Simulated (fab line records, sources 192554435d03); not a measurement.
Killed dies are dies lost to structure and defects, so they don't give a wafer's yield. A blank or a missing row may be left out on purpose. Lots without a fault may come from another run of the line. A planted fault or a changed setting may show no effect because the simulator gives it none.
Chamber matching | flow n5_finfet | N5_FIN_SAQP_ETCH_51 on rie_diel-01: 4 sister chambers
The step etches SiARC in CF4, target depth 45.5 nm, time 75.8 s. 8 wafers are shown with their chamber, then 11 later ones without.

WAFERS WITH THEIR CHAMBER
wafer  | chamber | drypump_motor_current_A (A) | throttle_valve_pct (%)
L079.5 | 1       | 6.0                         | 15.72
L088.5 | 1       | 6.1                         | 15.74
L088.6 | 2       | 5.9                         | 15.72
L089.2 | 3       | 5.3                         | 15.62
L090.1 | 0       | 6.0                         | 15.39
L090.4 | 2       | 5.9                         | 15.71
L090.5 | 0       | 6.0                         | 15.39
L092.2 | 3       | 5.3                         | 15.65

WAFERS WITHOUT THEIR CHAMBER
wafer  | drypump_motor_current_A (A) | throttle_valve_pct (%)
L092.3 | 5.9                         | 15.74
L092.6 | 5.9                         | 15.72
L093.2 | 5.3                         | 15.64
L093.5 | 5.4                         | 15.66
L093.6 | 5.9                         | 15.72
L094.2 | 6.0                         | 15.77
L094.3 | 6.0                         | 15.41
L094.4 | 5.3                         | 15.67
L095.3 | 6.0                         | 15.77
L095.5 | 6.0                         | 15.44
L095.6 | 6.1                         | 15.77

WHICH CHAMBER EACH WENT THROUGH
wafer  | from the rows above     | in truth
L092.3 | 2                       | 2
L092.6 | 2                       | 2
L093.2 | 3                       | 3
L093.5 | 3                       | 3
L093.6 | 2                       | 2
L094.2 | can't be placed: 1 or 2 | 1
L094.3 | 0                       | 0
L094.4 | 3                       | 3
L095.3 | can't be placed: 1 or 2 | 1
L095.5 | 0                       | 0
L095.6 | 1                       | 1
Placed correctly: 9 of 11. Can't be placed from these rows: 2 (the true chamber is among the candidates in 2). Placed wrongly: 0.
How it was worked out, from the rows above alone: a wafer's distance from a chamber is the root of the sum, over the readings, of the square of ((its reading less the chamber's mean) divided by the reading's scatter). The wafer belongs to the nearest chamber; if the next one is less than 2 further off, it can't be placed. A chamber's mean is the mean of its shown wafers. The scatter: the root of (the sum of the squares of (reading less its chamber's mean) over the shown wafers, divided by (wafers less chambers)).
